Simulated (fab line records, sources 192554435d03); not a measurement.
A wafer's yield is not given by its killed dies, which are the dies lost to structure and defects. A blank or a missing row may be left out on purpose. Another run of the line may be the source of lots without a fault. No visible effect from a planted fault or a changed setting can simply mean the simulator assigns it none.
Struck lot and sound lot, side by side :: flow n5 finfet :: 26 steps out of a route of 1938
Sound: the wafers L375.2, L375.4, L375.5. Struck: wafers L377.1, L377.4, L377.6. The cause is given at the end.
Order at every step that has rows: each side's tool, ch and its chambers, its first start. Under that, the readings that differ: sound wafers :: struck wafers :: difference of the means :: sigmas: that difference in standard deviations of wafers without a fault.
alike: same words and numbers on both sides, and readings whose means sit less than 2 such deviations apart. not compared: any withheld reading, any reading some wafer has no value for, any bound like >300 that may hide the same value, and any number with overlapping values for which the record gives no deviation.
A row with sigmas, a row that says differs or no value, or rows on one side alone: a step with any of these is where the two part. Non-overlapping numbers with no deviation appear without sigmas and do not part them. A reading that every wafer of one side lacks parts them only if that side has two wafers or more.

first, 8 steps without rows for these wafers: N5_BEOL_M7_DEVELOP_10 (develop time 30 s); N5_BEOL_M7_DESCUM_16 (chemistry O2, time 7.9 s); N5_BEOL_M7_ETCH_61 (etches SiARC in CF4, target depth 45.5 nm, time 75.8 s); N5_BEOL_M7_ETCH_62 (etches SOC in N2/H2, target depth 110 nm, overetch 22 nm, time 165 s); N5_BEOL_M7_STRIP_68 (strips in N2/H2); N5_BEOL_M7_STRIP_67 (strips in CF4); N5_BEOL_M7_HM_OPEN_17 (chemistry Cl2/BCl3, target TiN, target depth 20 nm, overetch 6 nm); N5_BEOL_M7_STRIP_19 (strips in O2).
N5_BEOL_M7_COAT_63: time 60 s, resist thk 60 nm.
  sound on litho track-04 ch 0, day 13 08:38; struck on litho track-05 ch 0, day 14 04:16
reading: spin speed rpm (rpm)
sound: 1500.6 1499.5 1500.2
struck: 1394.6 1393.9 1394.0
difference: -105.9
sigmas: -99 or more

reading: model.SOC_of_BEOL_M7_COAT_63.thk nm (nm)
sound: 60 60.2 60.2
struck: 62.4 62.4 62.4
difference: +2.3
sigmas: 
  alike: chill plate temp C, dispense pressure kPa
then, 11 steps without rows for these wafers: N5_BEOL_M7_COAT_64 (time 60 s, resist thk 12 nm); N5_BEOL_M7_COAT_71 (time 60 s, resist thk 5 nm); N5_BEOL_M7_COAT_22 (resist thk 30 nm); N5_BEOL_M7_EBR_24; N5_BEOL_M7_SOFTBAKE_23 (time 60 s); N5_BEOL_M7_EXPOSE_25 (exposes mask V6, target cd 40 nm); N5_BEOL_M7_PEB_26 (peb time 60 s); N5_BEOL_M7_DEVELOP_27 (develop time 30 s); N5_BEOL_M7_DESCUM_33 (chemistry O2, time 7 s); N5_BEOL_M7_ETCH_72 (etches underlayer in N2/H2, target depth 6.5 nm, time 5.2 s); N5_BEOL_M7_ETCH_65 (etches SiARC in CF4, target depth 15.6 nm, time 26 s).
N5_BEOL_M7_ETCH_66: etches SOC in N2/H2, target depth 80 nm, overetch 16 nm, time 120 s.
  sound on rie diel-02 ch 0,1,3, day 13 09:06; struck on rie diel-02 ch 0,1, day 14 05:09
reading: model.etch.depth nm (nm)
sound: 60.06 60.29 60.13
struck: 62.35 62.48 62.37
difference: +2.24
sigmas: 
  alike: drypump motor current A, oes product au, rf vpp V, showerhead plenum p Torr, temp c, throttle valve pct
  not compared: rf hours counter h
then, 2 steps without rows for these wafers: N5_BEOL_M7_STRIP_69 (strips in N2/H2); N5_BEOL_M7_STRIP_73 (strips in N2/H2).
N5_BEOL_M7_VIA_ETCH_34: etches SiCOH lowk in C4F6/O2, target depth 125.5 nm, time 50.5 s.
  sound on rie diel-02 ch 0,1,3, day 13 09:12; struck on rie diel-02 ch 0,1, day 14 05:15
reading: model.SOC_of_BEOL_M7_COAT_63.thk nm (nm)
sound: 53.8 54.2 54
struck: 56 56.2 56
difference: +2
sigmas: 
  alike: drypump motor current A, mfc ar sccm, oes product au, rf vpp V, showerhead plenum p Torr, throttle valve pct
  not compared: rf hours counter h
then, 1 step without rows for these wafers: N5_BEOL_M7_STRIP_76 (strips in C4F6/O2).
N5_PASSIVATION_PROBE_49:
  rows exist in the record for the sound wafers here (prober-02, day 17 01:45), none for the struck ones

WHERE THEY PART
At N5_BEOL_M7_COAT_63 first; at N5_PASSIVATION_PROBE_49 last (within this record only).

WHY: the cause the simulator had injected
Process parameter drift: litho track-05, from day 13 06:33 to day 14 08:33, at N5_BEOL_M7_COAT_63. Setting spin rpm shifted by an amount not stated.
